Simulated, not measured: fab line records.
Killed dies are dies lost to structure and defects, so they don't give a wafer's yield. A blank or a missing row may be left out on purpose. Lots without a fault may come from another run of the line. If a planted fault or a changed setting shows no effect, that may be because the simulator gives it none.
A lot that was struck, set against a sound lot | flow n5 finfet | 27 out of 1938 route steps
Sound: the wafers L703.1, L703.5, L703.6. Struck: wafer L711.6 (L711.2, L711.3, from the same lot, were not struck and are left out); the cause is given at the end.
Per side, at each step with rows, come the tool, then ch with its chambers, and then its first start. Under that, the readings that differ: sound wafers | struck wafers | difference of the means | sigmas: that difference in standard deviations of wafers without a fault.
alike: words and numbers the same on both sides, and readings whose means are apart by under 2 such deviations; not compared: readings that were withheld, readings missing a value for some wafer, numbers with overlapping values and no deviation given by the record, and bounds like >300 which may hide the same value.
Wherever a step has rows on one side only, a row that says differs or no value, or a row with sigmas, the two part there. Numbers that have no deviation but don't overlap get no sigmas and don't part them. A reading that every wafer of one side lacks parts them only if that side has two wafers or more.

N5_STI_FIN_REVEAL_ALD_14: deposits Si3N4, target thk 3 nm.
  sound on ald sin-04 ch 0,2,3, day 2 22:30; struck on ald sin-01 ch 0, day 5 01:26
  alike: heater power w
then, 3 steps without rows for these wafers: N5_STI_FIN_REVEAL_FCVD_FILL_01 (material SiO2 flowable, target thk 312 nm, time 512.2 s); N5_STI_FIN_REVEAL_DENSIFY_02 (time 1800 s); N5_STI_FIN_REVEAL_CMP_04 (polishes, stops on Si3N4, t overpolish 4 s, target thk 131.83 nm).
N5_STI_FIN_REVEAL_THK_MEAS_05:
  sound on film metro-02, day 3 04:34; struck on film metro-02, day 5 06:46
  alike: thk nm
N5_STI_FIN_REVEAL_DENSIFY_30:
  sound on rtp anneal-01 ch 0, day 3 04:44; struck on rtp anneal-02 ch 0, day 5 06:56
  alike: lamp power pct, lamp_zone_1_pct
  not compared: wafer_temp_C_max
N5_STI_FIN_REVEAL_ETCHBACK_08: etches SiO2 in C4F6/O2, target depth 30.5 nm, time 10.167 s.
  sound on rie diel-01 ch 1,2,3, day 3 04:59; struck on rie diel-05 ch 1, day 5 07:18
  alike: bias w, drypump motor current A, oes product au, rf vpp V, showerhead plenum p Torr, throttle valve pct
  not compared: rf hours counter h
then, 5 steps without rows for these wafers: N5_STI_FIN_REVEAL_STRIP_24 (strips in N2/H2, time 90 s); N5_STI_FIN_REVEAL_PRECLEAN_25 (cleans in SPM, time 90 s); N5_STI_FIN_REVEAL_PRECLEAN_26 (cleans in SC1, time 45 s); N5_STI_FIN_REVEAL_PRECLEAN_29 (cleans in DHF, time 30 s); N5_STI_FIN_REVEAL_SRD_12 (time 30 s).
N5_STI_FIN_REVEAL_RECESS_09: chemistry HF/NH3, target SiO2, afs cycles 11, target depth 42.5 nm, sublimation time 60 s.
  sound on vapor etch-01 ch 0,1, day 3 05:14; struck on vapor etch-01 ch 1, day 5 07:33
  reading                  | sound             | struck | difference | sigmas
  model.etch.depth nm (nm) | 42.08 42.08 42.08 | 36.02  | -6.06      |
  alike: drypump motor current A
then, 3 steps without rows for these wafers: N5_STI_FIN_REVEAL_STRIP_16 (strips SiNx in H3PO4, target depth 23.8 nm); N5_STI_FIN_REVEAL_PRECLEAN_17 (cleans in NF3:NH3, afs cycles 1, time 20 s, sublimation time 60 s); N5_STI_FIN_REVEAL_ETCH_34 (etches Si in H2, material Si, target depth 0.97 nm).
N5_STI_FIN_REVEAL_OXIDATION_31: chemistry O2 PLASMA REMOTE, time 20 s.
  sound on plasma asher-01 ch 0,1, day 3 07:25; struck on plasma asher-02 ch 0, day 5 09:42
  alike: drypump motor current A, heater power w
  not compared: rf hours counter h
then, 3 steps without rows for these wafers: N5_STI_FIN_REVEAL_PRECLEAN_32 (cleans in NF3:NH3, afs cycles 1, time 20 s, sublimation time 60 s); N5_STI_FIN_REVEAL_STRIP_35 (strips Si3N4 in H3PO4, target depth 4 nm, time 39 s); N5_STI_FIN_REVEAL_SRD_21 (time 30 s).
N5_STI_FIN_REVEAL_OXIDATION_33: chemistry O2 PLASMA REMOTE, time 20 s.
  sound on plasma asher-02 ch 0,1, day 3 07:46; struck on plasma asher-02 ch 0, day 5 10:03
  alike: drypump motor current A, heater power w
  not compared: rf hours counter h
then, 2 steps without rows for these wafers: N5_STI_FIN_REVEAL_CLEAN_19 (cleans in O3/DIW, time 120 s); N5_STI_FIN_REVEAL_SRD_23 (time 30 s).
N5_STI_FIN_REVEAL_CD_MEAS_22: target cd 6.238 nm, pitch 28 nm.
  sound on cd sem-03, day 3 07:56; struck on cd sem-03, day 5 10:13
  alike: cd nm
N5_STI_FIN_REVEAL_FIN_H_MEAS_10:
  sound on ocd-02, day 3 07:58; struck on ocd-02, day 5 10:15
  reading              | sound          | struck | difference | sigmas
  trench depth nm (nm) | 51.7 51.2 52.6 | 44.1   | -7.7       | -9
then, 1 step without rows for these wafers: N5_STI_FIN_REVEAL_PRECLEAN_18 (cleans in SC2, time 45 s).
-- a jump in the record: the struck wafers' starts before and after are 6 days apart (it breaks off in module STI_FIN_REVEAL and resumes in module BEOL_M4, where the first step shown is number 1111 of the route) --
N5_BEOL_M4_RC_MEAS_101:
  sound on prober-02 ch 0, day 8 23:52; struck on prober-02 ch 0, day 10 23:59
  alike: DIBL_N, DIBL_P, IOFF_N, IOFF_P, ION_N, ION_P, SS_N, SS_P, VT_N, VT_P

## WHERE THEY PART
Within this record, at N5_STI_FIN_REVEAL_FIN_H_MEAS_10 only. Later steps at which nothing parts them and some readings are alike: N5_BEOL_M4_RC_MEAS_101.

WHY: whatever the simulator had introduced
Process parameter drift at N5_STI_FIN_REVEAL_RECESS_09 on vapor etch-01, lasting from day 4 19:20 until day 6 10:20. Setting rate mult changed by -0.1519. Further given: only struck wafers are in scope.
